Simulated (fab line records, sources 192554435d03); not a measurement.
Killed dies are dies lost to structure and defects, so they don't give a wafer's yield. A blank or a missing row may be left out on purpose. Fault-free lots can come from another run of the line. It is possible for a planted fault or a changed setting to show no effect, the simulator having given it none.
fab line records	flow n5Finfet
[record] lots = 7	wafers = 21	lastDay = 18
route steps=1938 shown BEOL_M10@1514 PASSIVATION@1936
lots untouched by any fault: they come from a run of this same line in which no faults occurred
startH: hours from the record's opening day to when the first of the lot's shown wafers began	waitH: hours since the lot's step before	" as in the row above	L1.1+2: a row that stands for several wafers	- no value present, or no start provided	* or withheld: withheld	< > ~ a bound
route shown NAME@n: NAME is a module with steps in the file, n the number in the route of the first one	usual: the fault-free wafers' mean and standard deviation	same: alike in all rows	chamber/n: place in a boat	sites: the reading at each site	_std_site: how widely they spread, as a standard deviation	_edge_site: mean of outer sites minus mean of inner sites	radiusMm: how far each site lies from the wafer's centre	mask NAME#n: copy n	behind: the tool/chamber that last shaped the wafer	hold: reason for holding the lot/hours on hold/outcome of the hold	device: whichever transistor did not switch (one of n, p or np)	end of line: tests run on the same wafers once the route is complete	a step without rows: its recipe alone	killed: count of dies lost to structure and defects at first sort (not the wafer's yield)	map: shows each die of a wafer: x if killed, . if not, _ if none is there
set.NAME: the run value of the setting; set.NAME@STEP: its run value at that earlier step	model.NAME: the simulator's own value behind a step, which no gauge read
a table for each step, a row for each wafer; lots at some steps of the route
services: when a tool's chamber went out of use (startH, in hours from the record's first day, below 0 if earlier), for how many hours, and the reason
[[steps]]
[step N5_BEOL_M10_STRIP_77]
[recipe] chemistry = N2/H2	timeS = 10	powerW = 450	tempC = 40	pressureMtorr = 20	rfFrequencyHz = 6e+07	biasPowerW = 7	n2FlowSccm = 200	h2FlowSccm = 200
[usual] drypumpMotorCurrentA = 5.6/0.48	h2FlowSccm = 200.1/0.56	oesProductAu = 0.78/0.094	rfVppV = 58.9/0.9	showerheadPlenumPTorr = 2.51/0.083	throttleValvePct = 23.78/0.3
lot.wafer	tool	chamber	startH	waitH	drypumpMotorCurrentA	h2FlowSccm	oesProductAu	rfHoursCounterH	rfVppV	showerheadPlenumPTorr	throttleValvePct
L208.1	rieDiel-02	3	-	-	5.4	199.6	0.94	14	59.7	2.60	23.54
L208.2	"	0	"	"	5.9	200.2	0.92	25	58.2	2.49	23.41
L208.5	"	1	"	"	5.8	200.2	0.81	-	58.3	2.67	24.00
L216.2	rieDiel-01	2	-	-	5.1	201.1	0.70	212	58.7	2.52	23.92
L216.4	"	3	"	"	5.7	200.6	0.72	210	60.5	2.63	23.80
L216.5	"	3	"	"	5.7	200.2	0.72	-	59.5	2.63	23.80
L215.1	rieDiel-05	0	-	-	5.6	199.7	0.99	5	58.2	2.49	23.61
L215.4	"	3	"	"	5.9	199.2	0.70	220	58.8	2.41	23.75
L215.5	"	1	"	"	5.2	199.2	0.80	-	57.5	2.45	23.67
L217.1	rieDiel-05	3	-	-	5.9	199.7	0.70	221	59.5	2.41	23.73
L217.2	"	2	"	"	5.1	200.1	0.69	223	58.6	2.40	23.32
L217.3	"	1	"	"	5.2	199.3	0.81	107	60.3	2.45	23.66
L222.2	rieDiel-02	2	-	-	6.7	201.4	0.90	26	59.3	2.59	23.69
L222.3	"	3	"	"	5.4	199.5	0.89	39	60.4	2.58	23.59
L222.5	"	1	"	"	5.8	200.8	0.78	-	59.1	2.66	24.03
L226.2	rieDiel-02	2	-	-	6.7	201.1	0.88	39	58.8	2.58	23.72
L226.4	"	1	"	"	5.8	200.1	0.76	142	58.4	2.65	24.07
L226.6	"	0	"	"	5.8	200.2	0.86	-	58.3	2.47	23.48
L228.1	rieDiel-05	0	-	-	5.6	199.3	0.92	31	59.0	2.48	23.64
L228.3	"	3	"	"	5.9	199.8	0.68	245	60.4	2.40	23.76
L228.5	"	3	"	"	5.9	200.5	0.68	-	59.3	2.40	23.78
[step N5_BEOL_M10_OCD_MEAS_38]
[usual] trenchDepthNm = 148.6/2.3
lot.wafer	tool	chamber	startH	waitH	trenchDepthNm
L208.1	ocd-02	-	247.96	-	150.9
L208.2	"	-	"	"	150.1
L208.5	"	-	"	"	149.2
L216.2	ocd-02	-	282.20	-	147.5
L216.4	"	-	"	"	146.8
L216.5	"	-	"	"	148.2
L215.1	ocd-01	-	288.61	-	152.3
L215.4	"	-	"	"	150.1
L215.5	"	-	"	"	148.1
L217.1	ocd-02	-	293.20	-	149.1
L217.2	"	-	"	"	147.7
L217.3	"	-	"	"	147.9
L222.2	ocd-01	-	317.66	-	149.0
L222.3	"	-	"	"	149.9
L222.5	"	-	"	"	148.0
L226.2	ocd-01	-	357.05	-	150.8
L226.4	"	-	"	"	148.9
L226.6	"	-	"	"	150.4
L228.1	ocd-01	-	361.67	-	152.8
L228.3	"	-	"	"	151.1
L228.5	"	-	"	"	150.5
[step N5_BEOL_M10_HM_STRIP_39]
[recipe] chemistry = peroxideTinStrip	material = TiN	targetDepthA = 250	tempC = 50	timeS = 158
[step N5_BEOL_M10_SRD_40]
[recipe] timeS = 30	tempC = 23	rinseLiquid = diw	dry = ipaMarangoni
[step N5_BEOL_M10_PRECLEAN_42]
[recipe] chemistry = residueRemover	timeS = 60	tempC = 40
[step N5_BEOL_M10_SRD_43]
[recipe] timeS = 30	tempC = 23	rinseLiquid = diw	dry = ipaMarangoni
[step N5_BEOL_M10_CD_MEAS_35]
[recipe] targetCdNm = 70	polarity = opening
[usual] cdNm = 70.0/0.5
lot.wafer	tool	chamber	startH	waitH	cdNm
L208.1	cdSem-03	-	248.11	0.0	70.4
L208.2	"	-	"	"	70.6
L208.5	"	-	"	"	69.7
L216.2	cdSem-02	-	282.35	0.0	70.2
L216.4	"	-	"	"	69.9
L216.5	"	-	"	"	70.2
L215.1	cdSem-03	-	288.77	0.0	69.8
L215.4	"	-	"	"	69.2
L215.5	"	-	"	"	69.3
L217.1	cdSem-01	-	293.36	0.0	70.0
L217.2	"	-	"	"	70.1
L217.3	"	-	"	"	70.0
L222.2	cdSem-03	-	317.82	0.0	69.3
L222.3	"	-	"	"	69.7
L222.5	"	-	"	"	69.7
L226.2	cdSem-01	-	357.20	0.0	69.5
L226.4	"	-	"	"	70.1
L226.6	"	-	"	"	70.5
L228.1	cdSem-02	-	361.82	0.0	70.2
L228.3	"	-	"	"	70.0
L228.5	"	-	"	"	70.2
[step N5_BEOL_M10_CURE_72]
[recipe] tempC = 370	timeS = 120	ambient = DMADMS/He	material = SiCOH_lowk
[usual] lampPowerPct = 52.31/0.055	wafer_temp_C_max = 372.4/0.87
lot.wafer	tool	chamber	startH	waitH	lampPowerPct	wafer_temp_C_max
L208.1	uvCure-02	0	248.15	0.0	52.36	372.7
L208.2	"	0	"	"	52.32	372.8
L208.5	"	0	"	"	52.25	372.4
L216.2	uvCure-02	0	282.59	0.2	52.25	373.6
L216.4	"	0	"	"	52.31	372.5
L216.5	"	0	"	"	52.26	373.3
L215.1	uvCure-01	0	288.81	0.0	52.26	372.0
L215.4	"	0	"	"	52.27	372.2
L215.5	"	0	"	"	52.35	371.4
L217.1	uvCure-01	0	293.40	0.0	52.27	371.9
L217.2	"	0	"	"	52.35	371.6
L217.3	"	0	"	"	52.37	372.0
L222.2	uvCure-03	0	317.91	0.1	52.32	371.9
L222.3	"	0	"	"	52.28	371.4
L222.5	"	0	"	"	52.32	371.3
L226.2	uvCure-03	0	357.58	0.4	52.22	371.4
L226.4	"	0	"	"	52.32	371.3
L226.6	"	0	"	"	52.37	371.5
L228.1	uvCure-02	0	361.86	0.0	52.27	372.5
L228.3	"	0	"	"	52.31	372.5
L228.5	"	0	"	"	52.28	373.5
[step N5_BEOL_M10_DEGAS_44]
[recipe] ambient = vacuum	tempC = 250	timeS = 60
[step N5_BEOL_M10_PRE_CLEAN_45]
[recipe] gas = H2/He	timeS = 30	tempC = 250
[step N5_BEOL_M10_ALD_74]
[recipe] material = TaN	targetThkA = 20	tempC = 275	aldPrecursorFamily = PDMAT	aldCoReactant = NH3	pressureTorr = 3	carrierFlowSccm = 1500	pulseTimeS = 2	purgeTimeS = 3	coReactantPurgeTimeS = 2	coReactantPulseTimeS = 3	aldCycles = 40	precursorVesselTempC = 75	precursorVesselPressureTorr = 26.25	precursorVesselCarrierSccm = 1000
[usual] heaterPowerW = 408/70	precursorVesselPressureTorr = 26.26/0.052
[same] pulseTimeS = 2
lot.wafer	tool	chamber	startH	waitH	heaterPowerW	precursorVesselPressureTorr
L208.1	aldMetal-04	1	248.96	0.1	572	26.21
L208.2	"	3	"	"	343	26.31
L208.5	"	1	"	"	569	26.20
L216.2	aldMetal-01	0	282.96	0.0	467	26.29
L216.4	"	3	"	"	329	26.26
L216.5	"	3	"	"	333	26.24
L215.1	aldMetal-04	1	290.75	0.0	573	26.24
L215.4	"	3	"	"	351	26.26
L215.5	"	0	"	"	336	26.27
L217.1	aldMetal-01	3	294.15	0.1	341	26.22
L217.2	"	2	"	"	368	26.31
L217.3	"	1	"	"	478	26.26
L222.2	aldMetal-01	0	320.68	0.1	449	26.30
L222.3	"	3	"	"	325	26.33
L222.5	"	2	"	"	364	26.27
L226.2	aldMetal-03	1	357.98	0.0	467	26.27
L226.4	"	0	"	"	359	26.27
L226.6	"	3	"	"	375	26.22
L228.1	aldMetal-03	3	363.09	0.0	376	26.28
L228.3	"	0	"	"	373	26.28
L228.5	"	3	"	"	375	26.28
[step N5_BEOL_M10_SURFACE_TREAT_76]
[recipe] gas = Ar	timeS = *	ionEnergyEv = *	ionCurrentMaCm2 = 0.5	pressureMtorr = *	arFlowSccm = 30
[usual] throttleValvePct = *
lot.wafer	tool	chamber	startH	waitH	throttleValvePct
L208.1	pvdSputter-03	-	249.75	0.7	*
L208.2	"	-	"	"	*
L208.5	"	-	"	"	*
L216.2	pvdSputter-02	-	283.34	0.2	*
L216.4	"	-	"	"	*
L216.5	"	-	"	"	*
L215.1	pvdSputter-02	-	291.07	0.2	*
L215.4	"	-	"	"	*
L215.5	"	-	"	"	*
L217.1	pvdSputter-03	-	294.47	0.2	*
L217.2	"	-	"	"	*
L217.3	"	-	"	"	*
L222.2	pvdSputter-03	-	320.98	0.2	*
L222.3	"	-	"	"	*
L222.5	"	-	"	"	*
L226.2	pvdSputter-03	-	358.48	0.4	*
L226.4	"	-	"	"	*
L226.6	"	-	"	"	*
L228.1	pvdSputter-02	-	363.43	0.2	*
L228.3	"	-	"	"	*
L228.5	"	-	"	"	*
[step N5_BEOL_M10_CVD_75]
[recipe] material = Co	targetThkA = 20	tempC = withheld	precursor = CCTBA/H2	pressureTorr = 30	timeS = 138.9
lot.wafer	tool	chamber	startH	waitH
L208.1+2+5	cvdCo-02	2,1,1	249.87	0.1
L216.2+4+5	cvdCo-02	2,0,1	283.46	0.1
L216.2+4+5	cvdCo-02	2,0,1	283.74	0.2
L215.1+4+5	cvdCo-02	2,2,0	291.13	0.0
L215.1+4+5	cvdCo-02	2,2,0	291.40	0.2
L217.1+2+3	cvdCo-02	2,1,0	294.60	0.1
L222.2+3+5	cvdCo-01	1,0,1	321.11	0.1
L222.2+3+5	cvdCo-01	1,0,1	321.62	0.5
L226.2+4+6	cvdCo-02	2,1,2	358.77	0.3
L228.1+3+5	cvdCo-02	0,2,1	363.52	0.1
[step N5_BEOL_M10_SPUTTER_48]
[recipe] material = Cu	targetThkA = 120	tempC = -20	biasV = 60	powerW = 26000	chamberPressurePa = 0.13	timeS = 2
[step N5_BEOL_M10_ECD_50]
[recipe] material = Cu	targetThkA = 3180
[step N5_BEOL_M10_ANNEAL_51]
[recipe] tempC = 225	timeS = 90	ambient = N2
[usual] wafer_temp_C_max = 225.88/0.27
lot.wafer	tool	chamber	startH	waitH	wafer_temp_C_max
L208.1	rtpAnneal-01	0	250.33	0.1	226.31
L208.2	"	0	"	"	226.29
L208.5	"	0	"	"	226.16
L216.2	rtpAnneal-02	0	284.13	0.1	225.75
L216.4	"	0	"	"	225.50
L216.5	"	0	"	"	225.85
L215.1	rtpAnneal-02	0	291.79	0.1	225.88
L215.4	"	0	"	"	225.79
L215.5	"	0	"	"	225.37
L217.1	rtpAnneal-01	0	295.17	0.2	226.03
L217.2	"	0	"	"	226.44
L217.3	"	0	"	"	226.72
L222.2	rtpAnneal-01	0	322.05	0.1	226.00
L222.3	"	0	"	"	225.86
L222.5	"	0	"	"	225.92
L226.2	rtpAnneal-01	0	359.35	0.1	225.43
L226.4	"	0	"	"	225.75
L226.6	"	0	"	"	226.13
L228.1	rtpAnneal-02	0	363.98	0.2	225.69
L228.3	"	0	"	"	225.67
L228.5	"	0	"	"	225.96
[step N5_BEOL_M10_CMP_52]
[recipe] stopOn = SiCOH_lowk	tOverpolishS = 7	downForcePsi = 1	platenRpm = 50	clearingPlatenDownForcePsi = 1.5	clearingPlatenRpm = 50	postCmpClean = cuAlkaline	targetThkNm = 140	clearingPlatenPadVelocityMS = 0.99484	padVelocityMS = 0.99484
[usual] barrierFieldEndpointS = 28.9/0.64	clearingPlatenRpm = 50.000/0.024	edgeZonePressureFrac = 1.000/0.005	motorCurrentA = 6.1/0.6	overpolishRunS = 7.000/0.0083	timeToEndpointS = 66.3/2.5
lot.wafer	tool	chamber	startH	waitH	barrierFieldEndpointS	clearingPlatenRpm	edgeZonePressureFrac	motorCurrentA	overpolishRunS	timeToEndpointS
L208.1	cmp-02	2	250.63	0.3	28.4	49.989	0.995	6.0	7.015	68.9
L208.2	"	3	"	"	28.0	49.967	1.002	6.5	7.005	66.5
L208.5	"	3	"	"	29.0	49.932	1.001	6.1	7.004	68.9
L216.4	cmp-01	2	284.42	0.2	32.2	49.966	0.989	4.9	7.009	70.1
L216.2	"	3	"	"	31.3	50.017	1.001	5.6	6.997	67.7
L216.5	"	2	"	"	31.8	50.020	0.998	5.3	6.993	68.5
L215.4	cmp-02	3	292.09	0.1	31.3	50.007	1.006	6.7	7.003	64.2
L215.1	"	0	"	"	31.5	50.000	1.002	6.4	7.009	68.6
L215.5	"	0	"	"	31.9	49.989	0.997	6.8	6.991	69.9
L217.2	cmp-02	2	295.46	0.2	28.0	49.996	0.991	6.2	7.001	66.1
L217.3	"	0	"	"	28.7	50.044	0.992	6.7	6.995	68.6
L217.1	"	1	"	"	27.8	50.020	1.004	7.1	7.003	64.1
L222.2	cmp-01	1	322.30	0.2	30.8	49.973	1.000	6.2	7.004	64.2
L222.3	"	3	"	"	31.5	50.002	0.999	5.5	6.989	69.0
L222.5	"	1	"	"	32.4	49.945	0.994	6.4	6.996	66.8
L226.2	cmp-03	3	359.68	0.3	28.4	49.989	1.004	5.8	7.021	63.8
L226.4	"	0	"	"	28.7	49.958	0.992	6.9	7.004	61.8
L226.6	"	1	"	"	28.1	50.042	1.008	6.2	7.004	64.6
L228.3	cmp-01	3	364.33	0.2	28.3	49.986	1.001	5.5	6.994	65.1
L228.1	"	0	"	"	29.2	50.004	1.004	5.4	7.002	65.7
L228.5	"	2	"	"	29.1	49.984	1.002	5.2	6.989	66.1
[step N5_BEOL_M10_THK_MEAS_53]
[recipe] thkMeasGauge = xrf	reads = Cu_of_BEOL_M10_ECD_50
[usual] M10_THK = 140.3/2.7
lot.wafer	tool	chamber	startH	waitH	M10_THK[nm]
L208.1	filmMetro-02	-	250.92	-	144.0
L208.2	"	-	"	"	142.3
L208.5	"	-	"	"	139.7
L216.2	filmMetro-02	-	284.68	-	136.4
L216.4	"	-	"	"	137.2
L216.5	"	-	"	"	139.7
L215.1	filmMetro-02	-	292.38	-	141.8
L215.4	"	-	"	"	138.5
L215.5	"	-	"	"	136.5
L217.1	filmMetro-02	-	295.76	-	141.0
L217.2	"	-	"	"	140.2
L217.3	"	-	"	"	140.8
L222.2	filmMetro-01	-	322.60	-	138.8
L222.3	"	-	"	"	139.8
L222.5	"	-	"	"	136.6
L226.2	filmMetro-02	-	359.90	-	140.7
L226.4	"	-	"	"	137.2
L226.6	"	-	"	"	140.3
L228.1	filmMetro-02	-	364.59	-	144.1
L228.3	"	-	"	"	141.1
L228.5	"	-	"	"	143.6
[step N5_PASSIVATION_PROBE_49]
[usual] defectLimitedYield = 91.6/1.4	killed_at_M0_to_M3 = 33/9.7	killed_at_M4_up = 13/5.4	killedAtContacts = 13/6.6	killedAtFrontEnd = 36/11	killedAtOther = 3.9/3	killedDies = 99/16	killedOpen = 66/12	killedShort = 32/7.9	sort_bin_5_function = 4.9/0.9	sort_bin_6_memory = 3.2/0.67	sortNPass = 1081/16	sortYieldPct = 91.6/1.4
[same] grossDies = 1180	killedAtBackSide = 0	sort_bin_4_leakage[%] = 0	sort_bin_8_speed[%] = 0
lot.wafer	tool	chamber	startH	waitH	defectLimitedYield[%]	killed_at_M0_to_M3	killed_at_M4_up	killedAtContacts	killedAtFrontEnd	killedAtOther	killedDies	killedOpen	killedShort	sort_bin_5_function[%]	sort_bin_6_memory[%]	sortNPass	sortYieldPct[%]
L216.2	prober-02	-	329.15	0.1	91.2	33	10	13	45	3	104	74	30	5.0	3.6	1076	91.2
L216.4	prober-02	-	329.25	0.2	91.9	23	13	12	47	1	96	57	38	4.8	2.8	1084	91.9
L216.5	prober-02	-	329.30	0.2	92.6	18	13	20	34	2	87	59	28	4.5	2.4	1093	92.6
L215.1	prober-02	-	338.56	0.0	91.3	45	9	7	40	2	103	68	35	5.2	3.3	1077	91.3
L215.4	prober-02	-	338.71	0.2	92.9	37	10	6	24	7	84	59	24	4.1	3.0	1096	92.9
L215.5	prober-02	-	338.76	0.2	91.6	38	12	11	35	3	99	69	30	5.4	2.6	1081	91.6
L226.2	prober-01	-	406.66	0.1	92.1	36	6	16	33	2	93	59	33	4.2	3.4	1087	92.1
L226.4	prober-01	-	406.76	0.2	93.9	25	10	8	28	1	72	44	28	3.7	1.9	1108	93.9
L226.6	prober-01	-	406.86	0.3	92.5	35	6	11	32	5	89	60	27	4.7	2.6	1091	92.5
L228.1	prober-02	-	420.55	0.0	94.3	14	14	14	25	0	67	42	24	3.3	2.2	1113	94.3
L228.3	prober-02	-	420.65	0.1	91.9	30	11	14	36	4	95	66	28	4.2	3.6	1085	91.9
L228.5	prober-02	-	420.75	0.2	91.5	40	10	23	27	0	100	69	30	5.5	2.5	1080	91.5
// killed by level:class
L216.2 MOL_CONTACT_COAG:geometricParticle:open=13 BEOL_M0_SAQP:geometricParticle:open=11 STI_FIN_REVEAL:geometricParticle:open=11 FIN_SAQP:geometricParticle:short=10 FIN_SAQP:geometricParticle:open=8 BEOL_M0_SAQP:geometricParticle:short=8 DUMMY_GATE:geometricParticle:open=5 BEOL_M0:geometricParticle:open=5
L216.4 STI_FIN_REVEAL:geometricParticle:open=14 MOL_CONTACT_COAG:geometricParticle:open=9 BEOL_M0_SAQP:geometricParticle:open=8 GATE_CUT:geometricParticle:short=6 DUMMY_GATE:geometricParticle:open=5 BEOL_M0_SAQP:geometricParticle:short=5 BEOL_M3:geometricParticle:short=4 FIN_SAQP:geometricParticle:short=3
L216.5 MOL_CONTACT_COAG:geometricParticle:open=15 STI_FIN_REVEAL:geometricParticle:open=10 DUMMY_GATE:geometricParticle:open=6 MOL_CONTACT_COAG:geometricParticle:short=5 BEOL_M0_SAQP:geometricParticle:short=4 BEOL_M3:geometricParticle:open=4 DUMMY_GATE:geometricParticle:short=3 BEOL_M0:geometricParticle:open=3
L215.1 STI_FIN_REVEAL:geometricParticle:open=17 BEOL_M0_SAQP:geometricParticle:open=15 BEOL_M0_SAQP:geometricParticle:short=14 BEOL_M3:geometricParticle:open=7 MOL_CONTACT_COAG:geometricParticle:open=6 FIN_SAQP:geometricParticle:open=5 FIN_SAQP:geometricParticle:short=4 GATE_CUT:geometricParticle:short=4
L215.4 BEOL_M0_SAQP:geometricParticle:open=10 BEOL_M3:geometricParticle:open=9 FIN_SAQP:geometricParticle:open=6 MOL_CONTACT_COAG:geometricParticle:open=6 BEOL_M1:geometricParticle:open=6 BEOL_M0_SAQP:geometricParticle:short=4 BEOL_M2:geometricParticle:open=4 STARTING-WAFER:geometricParticle:short=4
L215.5 FIN_SAQP:geometricParticle:open=10 BEOL_M3:geometricParticle:open=9 STI_FIN_REVEAL:geometricParticle:open=8 MOL_CONTACT_COAG:geometricParticle:open=7 BEOL_M1:geometricParticle:open=7 BEOL_M0_SAQP:geometricParticle:open=5 BEOL_M0_SAQP:geometricParticle:short=5 STARTING-WAFER:geometricParticle:short=5
L226.2 MOL_CONTACT_COAG:geometricParticle:open=11 BEOL_M0_SAQP:geometricParticle:open=9 BEOL_M0_SAQP:geometricParticle:short=7 BEOL_M2:geometricParticle:short=6 FIN_SAQP:geometricParticle:open=5 STI_FIN_REVEAL:geometricParticle:open=5 MOL_CONTACT_COAG:geometricParticle:short=5 BEOL_M3:geometricParticle:open=5
L226.4 MOL_CONTACT_COAG:geometricParticle:open=8 GATE_CUT:geometricParticle:short=5 BEOL_M2:geometricParticle:short=5 DUMMY_GATE:geometricParticle:open=4 BEOL_M0_SAQP:geometricParticle:open=4 BEOL_M0_SAQP:geometricParticle:short=4 BEOL_M3:geometricParticle:open=4 FIN_SAQP:geometricParticle:short=3
L226.6 DUMMY_GATE:geometricParticle:open=9 BEOL_M2:geometricParticle:open=9 MOL_CONTACT_COAG:geometricParticle:open=8 BEOL_M3:geometricParticle:short=6 STARTING-WAFER:geometricParticle:open=6 BEOL_M0_SAQP:geometricParticle:short=5 FIN_SAQP:geometricParticle:open=4 STI_FIN_REVEAL:geometricParticle:open=4
L228.1 MOL_CONTACT_COAG:geometricParticle:open=12 GATE_CUT:geometricParticle:short=5 STI_FIN_REVEAL:geometricParticle:open=4 ILD0:geometricParticle:open=4 BEOL_M1:geometricParticle:short=4 BEOL_M4:geometricParticle:open=4 STI_FIN_REVEAL:geometricParticle:short=3 BEOL_M3:geometricParticle:open=3
L228.3 STI_FIN_REVEAL:geometricParticle:open=11 MOL_CONTACT_COAG:geometricParticle:open=10 BEOL_M2:geometricParticle:open=10 BEOL_M3:geometricParticle:open=8 GATE_CUT:geometricParticle:open=5 FIN_SAQP:geometricParticle:short=4 MOL_CONTACT_COAG:geometricParticle:short=4 BEOL_M0_SAQP:geometricParticle:open=4
L228.5 MOL_CONTACT_COAG:geometricParticle:open=18 BEOL_M2:geometricParticle:open=10 BEOL_M0_SAQP:geometricParticle:open=8 BEOL_M3:geometricParticle:open=6 MOL_CONTACT_COAG:geometricParticle:short=5 BEOL_M0_SAQP:geometricParticle:short=5 BEOL_M4:geometricParticle:open=5 FIN_SAQP:geometricParticle:open=4
[[services]]
tool	chamber	startH	hours	kind
rieDiel-02	-	226.47	0.7	repair
cmp-02	-	236.73	3.6	pm
rieDiel-02	1	237.00	5.9	repair
cvdCo-01	-	245.95	6.9	pm
uvCure-03	-	249.72	1.2	repair
uvCure-02	-	259.75	6.0	pm
rtpAnneal-02	-	259.79	3.4	pm
uvCure-02	-	265.75	1.0	pm
cmp-01	-	276.89	4.0	pm
cmp-02	-	282.84	3.9	repair
cvdCo-02	-	284.48	3.8	pm
uvCure-02	-	299.32	24.9	pm
cmp-02	-	301.49	0.3	repair
rieDiel-01	3	303.84	3.5	repair
cmp-01	-	312.41	0.7	repair
cmp-03	-	313.49	3.7	repair
cvdCo-01	2	319.64	1.8	repair
aldMetal-01	-	337.25	14.0	pm
cmp-03	-	351.46	1.7	repair
aldMetal-01	3	353.09	24.8	repair
cmp-02	-	353.40	3.8	repair
cmp-01	-	354.70	3.7	pm
cvdCo-01	-	357.82	0.6	repair
uvCure-03	-	362.67	2.1	pm
[[key]]
[firstSign] step = N5_BEOL_M10_CVD_75	reading = visit	direction = added
[effect] step = N5_BEOL_M10_CMP_52	reading = barrierFieldEndpointS	direction = up	sigmas = 4.3	usual = 28.9	struck = 31.6
metAt N5_BEOL_M10_CVD_75
struckWafers L215.1,L215.4,L215.5,L216.2,L216.4,L216.5,L222.2,L222.3,L222.5
[fault] kind = repeatedStepWhole	tool = cvdCo-01,cvdCo-02	chamber = -	onsetH = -	steps = N5_BEOL_M10_CVD_75	times = 1	scope = struckLotsOnly
